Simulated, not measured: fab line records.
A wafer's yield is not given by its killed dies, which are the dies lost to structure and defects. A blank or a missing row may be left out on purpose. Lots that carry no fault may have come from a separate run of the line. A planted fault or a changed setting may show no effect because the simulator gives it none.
Which tool was responsible?	flow nand harc	72 wafers from 24 lots sampled at 6 of the route's 1159 steps

WHAT THE GAUGES READ, wafer by wafer
The record holds no reading of a measuring or inspecting step that can be judged against a usual standard deviation.

WHICH TOOL RAN EACH LOT (tool, then ch and the chambers of the sampled wafers, then the start)
lot	NHARC_A_BLC_ALD_23	NHARC_A_BLC_CVD_24	NHARC_A_M0_ETCH_15	NHARC_A_M0_PRE_CLEAN_31	NHARC_A_M1_ETCH_28	NHARC_A_M1_DEP_33
L074	ald metal-02 ch 2,3, day 17 04:17	cvd w-01 ch 0,1, day 17 10:41 or earlier	rie diel-03 ch 1,2, day 17 10:41 or earlier	pecvd-03 ch 0,1,2, day 17 10:41	rie diel-12 ch 0,2,3, day 17 15:08 or earlier	pecvd-02 ch 1,2, day 17 15:08
L075	ald metal-03 ch 0,1,2, day 17 10:12	cvd w-01 ch 0,1, day 17 21:04 or earlier	rie diel-01 ch 0,1,3, day 17 21:04 or earlier	pecvd-02 ch 0,1,2, day 17 21:04	rie diel-12 ch 0,2,3, day 18 01:24 or earlier	pecvd-04 ch 0,1, day 18 01:24
L076	ald metal-02 ch 0,2,3, day 17 14:51	cvd w-01 ch 0,1, day 17 21:53 or earlier	rie diel-03 ch 1,2,3, day 17 21:53 or earlier	pecvd-03 ch 0,1, day 17 21:53	rie diel-10 ch 1,2,3, day 18 02:18 or earlier	pecvd-04 ch 0,1, day 18 02:18
L079	ald metal-02 ch 0,1,2, day 18 00:10	cvd w-02 ch 0,1, day 18 02:40 or earlier	rie diel-11 ch 0,1, day 18 02:40	pecvd-02 ch 0,2, day 18 05:13	rie diel-10 ch 0,2,3, day 18 09:25 or earlier	pecvd-04 ch 1,2, day 18 09:25
L077	ald metal-03 ch 0,1, day 18 02:22	cvd w-01 ch 0,1, day 18 07:22 or earlier	rie diel-01 ch 0,2, day 18 07:22 or earlier	pecvd-03 ch 0,1, day 18 07:22	rie diel-05 ch 0,1, day 18 11:31 or earlier	pecvd-03 ch 0,2, day 18 11:31
L078	ald metal-03 ch 0,2,3, day 18 15:04	cvd w-02 ch 0,1, day 19 00:16 or earlier	rie diel-01 ch 0,1,3, day 19 00:16 or earlier	pecvd-03 ch 0,1,2, day 19 00:16	rie diel-05 ch 0,2,3, day 19 04:31 or earlier	pecvd-03 ch 1,2, day 19 04:31
L082	ald metal-02 ch 1,2,3, day 18 23:46	cvd w-02 ch 0,1, day 19 04:38 or earlier	rie diel-03 ch 1,2,3, day 19 04:38 or earlier	pecvd-02 ch 0,1,2, day 19 04:38	rie diel-05 ch 0,3, day 19 08:56 or earlier	pecvd-02 ch 1,2, day 19 08:56
L080	ald metal-03 ch 0,1,3, day 19 00:31	cvd w-01 ch 0,1, day 19 07:51 or earlier	rie diel-01 ch 1,2,3, day 19 07:51 or earlier	pecvd-02 ch 1,2, day 19 07:51	rie diel-05 ch 0,1,2, day 19 12:20 or earlier	pecvd-03 ch 1,2, day 19 12:20
L081	ald metal-03 ch 0,2,3, day 19 15:31	cvd w-02 ch 0,1, day 19 20:14 or earlier	rie diel-01 ch 0,1,2, day 19 20:14 or earlier	pecvd-04 ch 0,1,2, day 19 20:14	rie diel-12 ch 1,3, day 20 00:26 or earlier	pecvd-03 ch 0,1,2, day 20 00:26
L084	ald metal-01 ch 0,2, day 19 15:56	cvd w-02 ch 0,1, day 19 20:45 or earlier	rie diel-01 ch 1,2,3, day 19 20:45 or earlier	pecvd-02 ch 1,2, day 19 20:45	rie diel-12 ch 2,3, day 20 01:08 or earlier	pecvd-04 ch 0,1, day 20 01:08
L083	ald metal-02 ch 1,2, day 19 16:19	cvd w-02 ch 0,1, day 19 21:24 or earlier	rie diel-11 ch 1,2,3, day 19 21:24 or earlier	pecvd-02 ch 1,2, day 19 21:24	rie diel-05 ch 0,3, day 20 02:51 or earlier	pecvd-04 ch 1,2, day 20 02:51
L087	ald metal-03 ch 1,2, day 20 04:08	cvd w-02 ch 0,1, day 20 09:00 or earlier	rie diel-03 ch 0,2, day 20 09:00 or earlier	pecvd-03 ch 1,2, day 20 09:00	rie diel-12 ch 0,1, day 20 13:13 or earlier	pecvd-04 ch 1,2, day 20 13:13
L086	ald metal-03 ch 2,3, day 20 05:09	cvd w-02 ch 0,1, day 20 09:59 or earlier	rie diel-03 ch 0,1,2, day 20 09:59 or earlier	pecvd-02 ch 0,1,2, day 20 09:59	rie diel-05 ch 0,2,3, day 20 14:06 or earlier	pecvd-03 ch 1,2, day 20 14:06
L085	ald metal-03 ch 2,3, day 20 21:56	cvd w-02 ch 0,1, day 21 15:08 or earlier	rie diel-03 ch 0,1,3, day 21 15:08 or earlier	pecvd-04 ch 0,1,2, day 21 15:08	rie diel-05 ch 0,3, day 21 19:22 or earlier	pecvd-02 ch 0,2, day 21 19:22
L088	ald metal-02 ch 0,2,3, day 20 23:07	cvd w-02 ch 0,1, day 21 15:44 or earlier	rie diel-03 ch 1,2, day 21 15:44 or earlier	pecvd-04 ch 0,1, day 21 15:44	rie diel-10 ch 0,2,3, day 21 19:58 or earlier	pecvd-02 ch 0,1, day 21 19:58
L089	ald metal-03 ch 0,2,3, day 21 00:52	cvd w-02 ch 0,1, day 21 16:38 or earlier	rie diel-03 ch 0,1, day 21 16:38 or earlier	pecvd-04 ch 0,2, day 21 16:38	rie diel-12 ch 1,2,3, day 21 20:58 or earlier	pecvd-03 ch 0,2, day 21 20:58
L091	ald metal-03 ch 2,3, day 21 15:26	cvd w-01 ch 0, day 22 00:02 or earlier	rie diel-01 ch 0,3, day 22 00:02 or earlier	pecvd-02 ch 0,2, day 22 00:02	rie diel-12 ch 0,2, day 22 04:29 or earlier	pecvd-04 ch 1,2, day 22 04:29
L090	ald metal-02 ch 0,1,3, day 21 17:23	cvd w-01 ch 0,1, day 22 00:28 or earlier	rie diel-01 ch 1,2,3, day 22 00:28 or earlier	pecvd-02 ch 0,1,2, day 22 00:28	rie diel-05 ch 1,3, day 22 04:46 or earlier	pecvd-04 ch 1,2, day 22 04:46
L092	ald metal-01 ch 1,3, day 21 17:31	cvd w-01 ch 0, day 22 01:14 or earlier	rie diel-11 ch 1,2,3, day 22 01:14 or earlier	pecvd-04 ch 0,1, day 22 01:14	rie diel-05 ch 0,3, day 22 05:31 or earlier	pecvd-02 ch 0,1, day 22 05:31
L095	ald metal-01 ch 0,1,2, day 22 09:50	cvd w-02 ch 0, day 22 15:31 or earlier	rie diel-11 ch 2,3, day 22 15:31 or earlier	pecvd-04 ch 0,1,2, day 22 15:31	rie diel-10 ch 0,3, day 22 19:58 or earlier	pecvd-04 ch 0,2, day 22 19:58
L094	ald metal-03 ch 2,3, day 22 13:24	cvd w-02 ch 0,1, day 22 18:54 or earlier	rie diel-03 ch 1,2, day 22 18:54 or earlier	pecvd-03 ch 0,1, day 22 18:54	rie diel-12 ch 0,1,3, day 22 23:08 or earlier	pecvd-03 ch 0,2, day 22 23:08
L093	ald metal-02 ch 2,3, day 22 18:09	cvd w-02 ch 0,1, day 23 02:25 or earlier	rie diel-03 ch 0,1,2, day 23 02:25 or earlier	pecvd-04 ch 0,1, day 23 02:25	rie diel-05 ch 0,2,3, day 23 06:54 or earlier	pecvd-02 ch 0,1,2, day 23 06:54
L096	ald metal-01 ch 0,2, day 23 01:00	cvd w-02 ch 0,1, day 23 10:07 or earlier	rie diel-11 ch 1,2, day 23 10:07 or earlier	pecvd-02 ch 1,2, day 23 10:07	rie diel-05 ch 1,3, day 23 14:22 or earlier	pecvd-03 ch 1,2, day 23 14:22
L097	ald metal-03 ch 0,1,2, day 23 01:15	cvd w-02 ch 0,1, day 23 10:41 or earlier	rie diel-03 ch 0,3, day 23 10:41 or earlier	pecvd-03 ch 1,2, day 23 10:41	rie diel-05 ch 0,2,3, day 23 15:11 or earlier	pecvd-04 ch 0,2, day 23 15:11
- NHARC_A_BLC_ALD_23: deposits TiN, target thk 3 nm, pulse time 1 s, ald cycles 150.
- NHARC_A_BLC_CVD_24: deposits W, target thk 150 nm, time 434 s.
- NHARC_A_M0_ETCH_15: etches the open film in C4F8/Ar, target depth 150 nm, overetch 15 nm, time 82.5 s.
- NHARC_A_M0_PRE_CLEAN_31: time 12 s.
- NHARC_A_M1_ETCH_28: etches the open film in CF4/N2, target depth 30 nm, time 72.99 s.
- NHARC_A_M1_DEP_33: deposits SiCN, target thk 30 nm.

WHAT THE TOOLS THEMSELVES READ (means of the sampled wafers that have a number; where no wafer has one, the mark that the record gives instead)
NHARC_A_BLC_ALD_23. Usual: heater power w 1059 W, standard deviation 85; precursor pulse height rel 1.002, standard deviation 0.022.
lot	tool	heater power w (W)	precursor pulse height rel	flag
L074	ald metal-02	986	1.009	
L075	ald metal-03	1086	0.995	
L076	ald metal-02	981	1.004	
L079	ald metal-02	987	0.999	
L077	ald metal-03	1124	1.009	
L078	ald metal-03	1021	0.989	
L082	ald metal-02	1019	1.009	
L080	ald metal-03	1054	1.004	
L081	ald metal-03	1022	0.986	
L084	ald metal-01	1241	1.037	
L083	ald metal-02	998	1.011	
L087	ald metal-03	1084	0.986	
L086	ald metal-03	1027	1.017	
L085	ald metal-03	1021	0.999	
L088	ald metal-02	996	0.978	
L089	ald metal-03	1023	0.998	
L091	ald metal-03	1013	1.005	
L090	ald metal-02	1012	0.974	
L092	ald metal-01	1113	0.992	
L095	ald metal-01	1222	1.008	
L094	ald metal-03	1036	0.995	
L093	ald metal-02	1023	1.026	
L096	ald metal-01	1231	1.029	
L097	ald metal-03	1084	0.988	

NHARC_A_BLC_CVD_24. Usual: heater power w 483 W, standard deviation 59; mfc wf6 sccm 40.00 sccm, standard deviation 0.12; throttle valve pct 7.86 %, standard deviation 0.18.
lot	tool	heater power w (W)	mfc wf6 sccm (sccm)	throttle valve pct (%)	flag
L074	cvd w-01	483	40.04	7.82	
L075	cvd w-01	476	40.02	7.80	
L076	cvd w-01	463	39.97	7.90	
L079	cvd w-02	510	39.96	7.78	
L077	cvd w-01	469	40.05	7.78	
L078	cvd w-02	510	40.01	7.90	
L082	cvd w-02	463	39.95	7.70	
L080	cvd w-01	461	40.01	7.82	
L081	cvd w-02	464	40.00	7.90	
L084	cvd w-02	510	40.05	7.82	
L083	cvd w-02	506	39.93	7.87	
L087	cvd w-02	521	40.14	8.03	
L086	cvd w-02	515	40.04	8.02	
L085	cvd w-02	466	40.05	7.72	
L088	cvd w-02	470	40.16	7.95	
L089	cvd w-02	465	39.94	7.90	
L091	cvd w-01	513	40.08	7.83	
L090	cvd w-01	473	40.03	7.67	
L092	cvd w-01	508	40.11	7.89	
L095	cvd w-02	418	39.89	7.71	
L094	cvd w-02	511	39.94	7.81	
L093	cvd w-02	514	39.90	7.99	
L096	cvd w-02	468	40.00	7.87	
L097	cvd w-02	467	39.97	7.83	

NHARC_A_M0_ETCH_15. Usual: chamber pressure mTorr 25.004 mTorr, standard deviation 0.022; oes product au 0.946 a.u., standard deviation 0.027; rf vpp V 441.7 V, standard deviation 2.5.
lot	tool	chamber pressure mTorr (mTorr)	oes product au (a.u.)	rf vpp V (V)	flag
L074	rie diel-03	25.013	0.939	441.1	
L075	rie diel-01	24.976	0.914	442.1	
L076	rie diel-03	25.021	0.976	438.6	
L079	rie diel-11	24.990	0.949	444.1	
L077	rie diel-01	25.005	0.909	442.1	
L078	rie diel-01	24.993	0.913	442.2	
L082	rie diel-03	25.008	0.973	440.5	
L080	rie diel-01	25.000	0.920	442.1	
L081	rie diel-01	25.015	0.910	442.7	
L084	rie diel-01	25.003	0.946	442.3	
L083	rie diel-11	25.031	0.925	442.4	
L087	rie diel-03	25.019	0.972	443.0	
L086	rie diel-03	25.019	0.978	441.9	
L085	rie diel-03	25.003	0.971	440.5	
L088	rie diel-03	25.000	0.974	440.2	
L089	rie diel-03	25.013	0.947	440.0	
L091	rie diel-01	24.987	0.970	440.2	
L090	rie diel-01	24.990	0.965	442.0	
L092	rie diel-11	25.007	0.924	441.8	
L095	rie diel-11	25.006	0.912	442.6	
L094	rie diel-03	24.973	0.933	440.8	
L093	rie diel-03	25.015	0.974	441.8	
L096	rie diel-11	24.996	0.964	442.7	
L097	rie diel-03	24.993	0.948	443.1	

NHARC_A_M0_PRE_CLEAN_31. Usual: heater power w reads 605 W (standard deviation 73).
lot	tool	heater power w (W)	flag
L074	pecvd-03	578	
L075	pecvd-02	586	
L076	pecvd-03	622	
L079	pecvd-02	577	
L077	pecvd-03	632	
L078	pecvd-03	570	
L082	pecvd-02	590	
L080	pecvd-02	593	
L081	pecvd-04	630	
L084	pecvd-02	658	
L083	pecvd-02	567	
L087	pecvd-03	522	
L086	pecvd-02	589	
L085	pecvd-04	622	
L088	pecvd-04	596	
L089	pecvd-04	598	
L091	pecvd-02	593	
L090	pecvd-02	551	
L092	pecvd-04	571	
L095	pecvd-04	635	
L094	pecvd-03	671	
L093	pecvd-04	568	
L096	pecvd-02	570	
L097	pecvd-03	621	

NHARC_A_M1_ETCH_28. Usual: chamber pressure mTorr 30.004 mTorr, standard deviation 0.028; drypump motor current A 5.6 A, standard deviation 0.45; oes product au 0.995 a.u., standard deviation 0.013; rf vpp V 315.2 V, standard deviation 1.8; showerhead plenum p Torr 2.68 Torr, standard deviation 0.094; throttle valve pct 19.794 %, standard deviation 0.0084.
lot	tool	chamber pressure mTorr (mTorr)	drypump motor current A (A)	oes product au (a.u.)	rf vpp V (V)	showerhead plenum p Torr (Torr)	throttle valve pct (%)	flag
L074	rie diel-12	30.010	5.3	1.008	316.1	2.73	19.791	
L075	rie diel-12	30.015	5.3	1.013	315.8	2.73	19.790	
L076	rie diel-10	30.008	5.3	0.980	314.1	2.62	19.794	
L079	rie diel-10	29.993	5.4	0.987	314.8	2.61	19.796	
L077	rie diel-05	30.016	5.9	1.005	316.6	2.75	19.794	
L078	rie diel-05	29.994	5.5	0.987	314.6	2.65	19.803	
L082	rie diel-05	29.992	5.6	0.983	314.6	2.67	19.789	
L080	rie diel-05	30.011	5.8	1.002	315.7	2.70	19.789	
L081	rie diel-12	29.992	5.9	0.994	316.3	2.75	19.799	
L084	rie diel-12	30.009	5.2	0.994	314.8	2.70	19.803	
L083	rie diel-05	29.991	5.6	0.986	315.0	2.67	19.797	
L087	rie diel-12	30.011	5.9	1.006	317.2	2.78	19.803	
L086	rie diel-05	29.997	5.5	0.990	314.9	2.65	19.793	
L085	rie diel-05	30.027	5.6	0.986	314.6	2.70	19.795	
L088	rie diel-10	30.030	5.4	0.984	314.6	2.61	19.795	
L089	rie diel-12	29.994	5.6	1.002	315.9	2.73	19.788	
L091	rie diel-12	29.982	5.2	1.000	316.3	2.73	19.793	
L090	rie diel-05	30.013	6.0	1.002	314.9	2.69	19.793	
L092	rie diel-05	29.994	5.6	0.980	314.8	2.70	19.794	
L095	rie diel-10	30.022	5.3	0.994	316.0	2.71	19.800	
L094	rie diel-12	30.014	5.6	0.992	316.7	2.76	19.791	
L093	rie diel-05	30.004	5.5	1.002	314.8	2.64	19.800	
L096	rie diel-05	30.000	6.0	0.998	315.1	2.69	19.787	
L097	rie diel-05	30.004	5.5	1.008	314.6	2.64	19.795	

NHARC_A_M1_DEP_33. Usual: heater power w reads 553 W (standard deviation 84).
lot	tool	heater power w (W)	flag
L074	pecvd-02	613	
L075	pecvd-04	527	
L076	pecvd-04	462	
L079	pecvd-04	564	
L077	pecvd-03	505	
L078	pecvd-03	507	
L082	pecvd-02	601	
L080	pecvd-03	540	
L081	pecvd-03	555	
L084	pecvd-04	484	
L083	pecvd-04	651	
L087	pecvd-04	569	
L086	pecvd-03	504	
L085	pecvd-02	503	
L088	pecvd-02	546	
L089	pecvd-03	478	
L091	pecvd-04	548	
L090	pecvd-04	619	
L092	pecvd-02	598	
L095	pecvd-04	560	
L094	pecvd-03	500	
L093	pecvd-02	538	
L096	pecvd-03	534	
L097	pecvd-04	578	

THE ANSWER, worked out from the rows above alone
Rule: take the mean of a lot's wafers that have a number; if it is more than 3 standard deviations from the usual mean, the lot is off. A lot without any number at a reading at which 4 lots or more have one is off too. Where the step has rows for the other lots, those lots are counted as sound. After the gauges, taken in route order, come the tools' own readings; for these a lot's mean is taken, as printed above. At the first step where some lot is off, the reading lying furthest off is the one used; lots without a number count as furthest.
No lot is off on any of the readings shown, so nothing can be concluded from this.

WHAT WAS PUT IN BY THE SIMULATOR
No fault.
